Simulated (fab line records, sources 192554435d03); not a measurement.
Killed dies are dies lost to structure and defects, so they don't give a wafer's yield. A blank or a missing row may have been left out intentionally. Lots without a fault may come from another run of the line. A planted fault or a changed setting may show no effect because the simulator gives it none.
Matching of chambers / flow n5Finfet / N5_BEOL_M7_STRIP_19 on rieDiel-05: 4 sister chambers
The step strips in O2. 8 wafers are shown with their chamber, then 12 later ones without.

== WAFERS PAIRED WITH THEIR CHAMBERS ==
wafer=L081.5; chamber=0; throttleValvePct (%)=16.89; oesProductAu (a.u.)=0.68
wafer=L081.6; chamber=3; throttleValvePct (%)=17.24; oesProductAu (a.u.)=0.71
wafer=L080.2; chamber=0; throttleValvePct (%)=16.88; oesProductAu (a.u.)=0.67
wafer=L082.2; chamber=1; throttleValvePct (%)=16.97; oesProductAu (a.u.)=0.69
wafer=L082.4; chamber=3; throttleValvePct (%)=17.24; oesProductAu (a.u.)=0.70
wafer=L084.1; chamber=1; throttleValvePct (%)=16.97; oesProductAu (a.u.)=0.68
wafer=L084.4; chamber=2; throttleValvePct (%)=16.22; oesProductAu (a.u.)=0.92
wafer=L084.5; chamber=2; throttleValvePct (%)=16.25; oesProductAu (a.u.)=0.91

== WAFERS WHOSE CHAMBER IS MISSING ==
wafer=L090.1; throttleValvePct (%)=16.99; oesProductAu (a.u.)=0.68
wafer=L090.4; throttleValvePct (%)=16.24; oesProductAu (a.u.)=0.90
wafer=L090.5; throttleValvePct (%)=16.98; oesProductAu (a.u.)=0.68
wafer=L094.1; throttleValvePct (%)=17.01; oesProductAu (a.u.)=0.68
wafer=L094.5; throttleValvePct (%)=16.99; oesProductAu (a.u.)=0.67
wafer=L094.6; throttleValvePct (%)=17.28; oesProductAu (a.u.)=0.69
wafer=L095.3; throttleValvePct (%)=17.24; oesProductAu (a.u.)=0.69
wafer=L095.5; throttleValvePct (%)=16.27; oesProductAu (a.u.)=0.86
wafer=L095.6; throttleValvePct (%)=17.02; oesProductAu (a.u.)=0.67
wafer=L097.2; throttleValvePct (%)=16.46; oesProductAu (a.u.)=0.96
wafer=L097.4; throttleValvePct (%)=16.30; oesProductAu (a.u.)=0.84
wafer=L097.6; throttleValvePct (%)=16.47; oesProductAu (a.u.)=0.97

== EACH ONE'S CHAMBER ==
wafer=L090.1; from the rows above=1; in truth=1
wafer=L090.4; from the rows above=2; in truth=2
wafer=L090.5; from the rows above=1; in truth=1
wafer=L094.1; from the rows above=1; in truth=1
wafer=L094.5; from the rows above=1; in truth=1
wafer=L094.6; from the rows above=3; in truth=3
wafer=L095.3; from the rows above=3; in truth=3
wafer=L095.5; from the rows above=2; in truth=2
wafer=L095.6; from the rows above=1; in truth=1
wafer=L097.2; from the rows above=2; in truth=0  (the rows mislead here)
wafer=L097.4; from the rows above=2; in truth=2
wafer=L097.6; from the rows above=2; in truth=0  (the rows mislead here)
Placed correctly: 10 of 12. From these rows, 0 cannot be placed. Placed wrongly: 2.
How it was worked out, from the rows above alone: a wafer's distance from a chamber is the root of the sum, over the readings, of the square of ((its reading less the chamber's mean) divided by the reading's scatter). The wafer belongs to the nearest chamber; if the next one is less than 2 further off, it can't be placed. Each chamber's mean is taken over the wafers shown for it. The scatter: the root of (the sum of the squares of (reading less its chamber's mean) over the shown wafers, divided by (wafers less chambers)).
